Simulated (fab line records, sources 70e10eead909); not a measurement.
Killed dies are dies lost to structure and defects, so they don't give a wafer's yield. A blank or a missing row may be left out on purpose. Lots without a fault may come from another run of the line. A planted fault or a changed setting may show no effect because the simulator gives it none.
fab line records | flow nand_harc
record lots=13 wafers=39 last_day=33
route steps=1302 shown A_WL_FILL@952 END@1302
lots that met no fault: from a run of the same line without faults
start_h: hours from the record's first day to the start of the lot's first wafer shown | wait_h: hours since the lot's step before | " the same as in the row above | L1.1+2: a row that stands for several wafers | - no value, or no start given | * or withheld: withheld | < > ~ a bound
route shown NAME@n: a module of which the file shows steps, and the number in the route of the first | usual: mean/standard deviation of fault-free wafers | same: alike in all rows | chamber/n: place in a boat | sites: the reading at each site | _std_site: their standard deviation | _edge_site: outer sites' mean less inner sites' | radius_mm: how far each site lies from the wafer's centre | mask NAME#n: copy n | behind: the tool/chamber that last shaped the wafer | hold: why the lot was held/for how many hours/how that ended | device: the transistor (n, p or np) that didn't switch | end of line: the same wafers' tests at the end of the route | a step without rows: its recipe alone | killed: dies lost to structure and defects at the first sort, not the wafer's yield | map: a wafer's dies, x killed, . not, _ none there
set.NAME: the setting as run; set.NAME@STEP: as run at that earlier step | model.NAME: the simulator's own value behind a step, which no gauge read
steps of the route over a sample of lots; a table a step, a row a wafer
services: from which hour (start_h, from the record's first day; less than 0 if before it) a tool's chamber was out of use, for how many hours, and why
## steps
# step NHARC_A_WL_FILL_ALD_00
# recipe target_thk_a=30 pulse_time_s=3 ald_cycles=30 temp_c=300 material=Al2O3
# usual heater_power_w=463/56 precursor_pulse_height_rel=1.000/0.021
# columns lot.wafer tool chamber start_h wait_h heater_power_w precursor_pulse_height_rel
L231.4 ald_hk-03 3 460.62 1.3 380 0.977
L231.3 " 0 " " 441 1.014
L231.6 " 3 " " 378 0.997
L233.1 ald_hk-03 0 492.25 0.1 436 0.997
L233.4 " 1 " " 501 1.009
L233.5 " 3 " " 388 0.993
L235.4 ald_hk-03 2 496.93 0.1 448 0.994
L235.1 " 0 " " 446 0.980
L235.3 " 1 " " 507 1.002
L236.1 ald_hk-03 2 509.84 0.1 450 1.019
L236.5 " 0 " " 442 1.008
L236.6 " 1 " " 502 1.008
L238.1 ald_hk-04 2 534.15 0.2 380 1.018
L238.4 " 3 " " 479 1.003
L238.6 " 1 " " 522 0.990
L237.3 ald_hk-02 0 542.35 0.1 533 0.962
L237.2 " 1 " " 511 0.993
L237.6 " 2 " " 403 1.062
L240.2 ald_hk-04 0 551.34 0.2 528 1.018
L240.6 " 2 " " 370 1.013
L240.5 " 3 " " 471 1.003
L244.3 ald_hk-02 3 595.93 0.1 546 0.977
L244.2 " 0 " " 523 1.016
L244.6 " 3 " " 545 1.043
L241.4 ald_hk-03 3 599.64 0.1 379 0.986
L241.1 " 0 " " 461 1.006
L241.6 " 0 " " 446 1.019
L245.2 ald_hk-02 1 614.88 0.1 508 0.941
L245.4 " 2 " " 400 0.984
L245.1 " 3 " " 531 1.009
L247.1 ald_hk-03 3 614.90 0.1 362 1.015
L247.3 " 0 " " 454 0.997
L247.5 " 3 " " 368 1.029
L250.4 ald_hk-02 2 670.33 0.1 408 0.977
L250.6 " 0 " " 515 0.988
L250.5 " 1 " " 517 1.000
L253.4 ald_hk-04 1 688.14 0.1 488 1.003
L253.5 " 2 " " 372 1.010
L253.6 " 3 " " 494 1.024
# step NHARC_A_WL_FILL_ETCHBACK_17
# recipe target_depth_a=40 time_s=26.7 chemistry=Cl2/BCl3
# usual drypump_motor_current_A=5.5/0.41 oes_product_au=1.003/0.0099
# columns lot.wafer tool chamber start_h wait_h drypump_motor_current_A oes_product_au rf_hours_counter_h
L231.4 rie_metal-01 1 475.31 - 5.2 1.020 -
L231.3 " 0 " " 6.0 1.001 -
L231.6 " 1 " " 5.2 1.008 -
L233.1 rie_metal-02 1 510.53 - 6.1 1.002 0.5
L233.4 " 0 " " 5.4 1.012 -
L233.5 " 1 " " 6.0 1.003 -
L235.1 rie_metal-03 0 513.63 - 4.8 1.004 3.0
L235.3 " 1 " " 5.2 0.996 -
L235.4 " 0 " " 4.8 1.007 -
L236.1 rie_metal-01 1 526.80 - 5.2 1.000 2.4
L236.6 " 1 " " 5.2 1.002 -
L236.5 " 0 " " 6.0 1.016 -
L238.1 rie_metal-01 0 550.14 - 6.0 1.011 2.7
L238.4 " 1 " " 5.2 1.000 -
L238.6 " 1 " " 5.2 0.991 -
L237.2 rie_metal-01 0 553.68 - 5.9 1.003 2.8
L237.3 " 1 " " 5.2 1.007 -
L237.6 " 1 " " 5.2 1.006 -
L240.2 rie_metal-01 1 563.39 - 5.2 0.998 -
L240.5 " 1 " " 5.2 0.994 -
L240.6 " 1 " " 5.2 0.998 -
L241.1 rie_metal-02 0 609.80 - 5.3 1.006 2.4
L241.4 " 0 " " 5.3 1.009 -
L241.6 " 0 " " 5.3 1.009 -
L244.2 rie_metal-01 0 610.09 - 5.9 1.013 0.7
L244.3 " 1 " " 5.2 0.994 -
L244.6 " 1 " " 5.2 0.998 -
L247.1 rie_metal-03 0 630.38 - 4.8 0.991 1.8
L247.3 " 1 " " 5.3 1.001 -
L247.5 " 1 " " 5.3 0.999 -
L245.1 rie_metal-03 0 632.23 - 4.8 0.989 1.9
L245.2 " 1 " " 5.3 1.009 1.9
L245.4 " 1 " " 5.3 1.008 -
L250.4 rie_metal-03 1 682.17 - 5.3 1.003 -
L250.6 " 0 " " 4.8 0.989 -
L250.5 " 1 " " 5.3 1.003 -
L253.4 rie_metal-01 0 700.80 - 5.9 1.011 -
L253.6 " 1 " " 5.3 0.997 -
L253.5 " 0 " " 5.9 1.012 -
# step NHARC_A_WL_FILL_CVD_23
# recipe target_thk_a=400 temp_c=620 pressure_mtorr=200 time_s=800 material=poly-Si
# usual spike_tc_lower_C=620.0/1.8 tube_center_temp_C=620/0.055
# columns lot.wafer tool chamber start_h wait_h spike_tc_lower_C tube_center_temp_C
L231.3 lpcvd_poly-02 0 477.93 2.4 622.6 620.05
L231.4 " 0 " " 623.9 620.08
L231.6 " 0 " " 622.0 620.05
L233.1 lpcvd_poly-03 0 513.07 2.3 617.2 620
L233.4 " 0 " " 619.8 620.11
L233.5 " 0 " " 619.3 620.05
L235.1 lpcvd_poly-03 0 516.16 2.3 616.8 619.97
L235.3 " 0 " " 619.5 619.93
L235.4 " 0 " " 620.4 620
L236.1 lpcvd_poly-03 0 529.36 - 619.0 620.02
L236.5 " 0 " " 617.6 620.11
L236.6 " 0 " " 620.2 620.03
L238.1 lpcvd_poly-01 0 552.77 2.4 620.7 619.99
L238.4 " 0 " " 618.5 620.1
L238.6 " 0 " " 621.1 619.99
L237.2 lpcvd_poly-03 0 556.27 2.4 618.6 620
L237.3 " 0 " " 617.8 620.09
L237.6 " 0 " " 619.2 619.96
L240.2 lpcvd_poly-03 0 568.86 5.2 619.7 620.04
L240.5 " 0 " " 620.7 620.03
L240.6 " 0 " " 620.6 619.99
L241.1 lpcvd_poly-02 0 612.41 2.4 621.1 619.96
L241.4 " 0 " " 622.6 619.92
L241.6 " 0 " " 622.9 619.97
L244.2 lpcvd_poly-02 0 612.41 2.1 622.3 619.98
L244.3 " 0 " " 621.6 619.97
L244.6 " 0 " " 622.2 619.99
L247.1 lpcvd_poly-03 0 632.94 2.3 617.8 620.05
L247.3 " 0 " " 617.4 620.05
L247.5 " 0 " " 619.4 619.95
L245.1 lpcvd_poly-03 0 662.94 30.5 620.2 619.93
L245.2 " 0 " " 617.9 619.93
L245.4 " 0 " " 619.7 620.01
L250.4 lpcvd_poly-03 0 684.69 2.3 618.7 620
L250.5 " 0 " " 616.6 619.99
L250.6 " 0 " " 619.1 620.06
L253.4 lpcvd_poly-01 0 704.40 - 618.8 619.97
L253.5 " 0 " " 620.6 619.92
L253.6 " 0 " " 619.4 620.01
# step NHARC_A_WL_FILL_CVD_20
# recipe target_thk_a=1000 temp_c=400 pressure_torr=40 wf6_flow_sccm=40 h2_flow_sccm=1600 ar_flow_sccm=1560 time_s=74 material=W
# usual heater_power_w=823/50 mfc_h2_sccm=1599/5.3 mfc_wf6_sccm=39.98/0.11 throttle_valve_pct=7.80/0.21
# columns lot.wafer tool chamber start_h wait_h heater_power_w mfc_h2_sccm mfc_wf6_sccm throttle_valve_pct
L231.4 cvd_w-02 1 - - 802 1594 40.02 7.72
L231.3 " 0 " " 871 1601 39.93 7.43
L231.6 " 0 " " 887 1597 39.84 7.78
L233.1 cvd_w-02 0 - - 898 1593 39.99 7.75
L233.4 " 0 " " 892 1595 40.06 7.39
L233.5 " 0 " " 901 1595 39.85 7.62
L235.1 cvd_w-02 1 - - 808 1593 40.16 7.77
L235.3 " 0 " " 896 1608 39.84 7.33
L235.4 " 1 " " 787 1597 40.08 7.88
L236.1 cvd_w-02 0 - - 902 1600 39.99 7.44
L236.5 " 0 " " 904 1602 40.12 7.59
L236.6 " 0 " " 910 1601 39.99 7.72
L238.1 cvd_w-02 0 - - 893 1603 40.08 7.91
L238.4 " 1 " " 815 1596 40.12 7.71
L238.6 " 0 " " 906 1595 40.19 7.48
L237.2 cvd_w-02 1 - - 799 1593 39.95 7.93
L237.3 " 1 " " 792 1604 39.83 7.68
L237.6 " 1 " " 794 1603 39.92 7.90
L240.2 cvd_w-02 1 - - 777 1592 40.03 7.75
L240.5 " 1 " " 808 1596 39.93 7.67
L240.6 " 0 " " 888 1588 40.24 7.64
L241.1 cvd_w-01 1 - - 769 1591 39.84 7.79
L241.4 " 0 " " 802 1607 39.88 7.73
L241.6 " 0 " " 800 1597 40.02 7.84
L244.2 cvd_w-01 1 - - 757 1604 40.00 7.99
L244.3 " 0 " " 823 1605 40.04 7.96
L244.6 " 0 " " 798 1610 40.13 8.06
L247.1 cvd_w-01 1 - - 774 1601 39.81 7.88
L247.3 " 0 " " 806 1591 39.90 7.87
L247.5 " 1 " " 773 1600 39.89 7.53
L245.1 cvd_w-01 1 - - 762 1598 39.96 8.00
L245.2 " 0 " " 810 1599 39.89 7.87
L245.4 " 1 " " 756 1599 39.97 8.13
L250.4 cvd_w-02 0 - - 881 1606 39.93 7.67
L250.5 " 1 " " 783 1599 39.96 7.75
L250.6 " 0 " " 862 1594 40.00 7.65
L253.4 cvd_w-01 0 - - 806 1594 40.10 8.16
L253.5 " 0 " " 808 1594 40.04 8.03
L253.6 " 1 " " 758 1604 39.99 7.91
# step NHARC_END_SORT_01
# recipe temp_c=25
# usual killed_at_array=56/18 killed_at_other=1.4/1.5 killed_at_periphery=4/3.1 killed_dies=61/19 killed_open=3.5/1.8 killed_short=2.4/1.4
# same gross_dies=677
# columns lot.wafer tool chamber start_h wait_h killed_at_array killed_at_other killed_at_periphery killed_dies killed_open killed_short
L241.4 prober-01 0 703.40 3.3 63 0 7 70 2 1
L245.1 prober-02 0 759.28 2.5 50 1 4 55 2 2
L245.2 prober-02 0 760.06 2.8 52 1 3 56 6 6
L245.4 prober-02 0 761.63 3.3 48 4 3 55 4 1
# killed by level:class
L241.4 A_SLIT:chamber_film_flake=28 A_CHANNEL_HOLE_D1:chamber_film_flake=15 A_CHANNEL_HOLE_D2:chamber_film_flake=10 P_BONDPAD:chamber_film_flake=5 A_CONTACT:chamber_film_flake=5 A_ONON_D2:geometric_particle:open=1 A_CHANNEL_HOLE_D2:geometric_particle:short=1 A_SLIT:geometric_particle:open=1
L245.1 A_CHANNEL_HOLE_D2:chamber_film_flake=21 A_SLIT:chamber_film_flake=11 A_CHANNEL_HOLE_D1:chamber_film_flake=8 P_GATE:chamber_film_flake=3 A_STAIRCASE:chamber_film_flake=2 A_ONON_D1:geometric_particle:open=1 A_ONON_D2:geometric_particle:short=1 A_WL_FILL:geometric_particle:short=1
L245.2 A_CHANNEL_HOLE_D2:chamber_film_flake=15 A_CHANNEL_HOLE_D1:chamber_film_flake=11 A_SLIT:chamber_film_flake=10 A_BLC:chamber_film_flake=4 A_WL_FILL:geometric_particle:short=3 A_ONON_D2:geometric_particle:open=2 P_CONTACT:geometric_particle:short=1 A_ONON_D1:geometric_particle:short=1
L245.4 A_CHANNEL_HOLE_D2:chamber_film_flake=17 A_CHANNEL_HOLE_D1:chamber_film_flake=10 A_SLIT:chamber_film_flake=5 A_CONTACT:chamber_film_flake=5 A_STAIRCASE:chamber_film_flake=3 THIN_TSV:chamber_film_flake=3 A_BLC:chamber_film_flake=2 P_STI:geometric_particle:short=1
## services
# columns tool chamber start_h hours kind
cvd_w-02 - 450.91 13.0 pm
cvd_w-02 0 450.91 13.0 vent_cycle
rie_metal-02 - 454.00 9.0 pm
cvd_w-01 - 475.25 0.5 repair
rie_metal-03 - 477.52 1.9 repair
ald_hk-04 - 490.52 1.6 repair
rie_metal-03 - 519.03 9.0 pm
cvd_w-02 1 529.33 10.0 repair
ald_hk-02 - 531.74 10.0 pm
lpcvd_poly-02 - 543.68 52.7 repair
cvd_w-01 - 547.41 13.0 pm
rie_metal-01 0 554.33 12.8 repair
ald_hk-02 - 565.07 0.7 repair
lpcvd_poly-01 - 568.19 26.0 pm
ald_hk-03 - 570.97 10.0 pm
rie_metal-01 - 575.00 9.0 pm
ald_hk-04 - 594.29 0.8 repair
ald_hk-04 - 612.18 10.0 pm
cvd_w-01 1 617.87 3.4 repair
cvd_w-02 - 626.41 0.9 repair
rie_metal-02 - 631.00 9.0 pm
cvd_w-02 - 631.91 13.0 pm
rie_metal-03 1 684.42 3.8 repair
rie_metal-03 - 696.03 9.0 pm
## key
first_sign step=NHARC_A_WL_FILL_CVD_23 reading=wait_h direction=changed
effect none on later readings
met_at NHARC_A_WL_FILL_CVD_23
struck_lots L245
struck_wafers L245.1,L245.2,L245.4
tester_left_out L245
not_acting_at NHARC_A_WL_FILL_ALD_00,NHARC_A_WL_FILL_ETCHBACK_17,NHARC_A_WL_FILL_CVD_20
fault kind=queue_time_violation tool=lpcvd_poly-01,lpcvd_poly-02,lpcvd_poly-03 chamber=0 onset_h=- steps=NHARC_A_WL_FILL_CVD_23 delay_hr=30 scope=struck_lots_only
# tester_left_out: of these lots the tester's yield and bins aren't shown, on N5 and GAA mostly nor the transistor test; their killed dies are dies lost to structure and defects alone, not to doping, threshold or leakage, so they don't give the yield
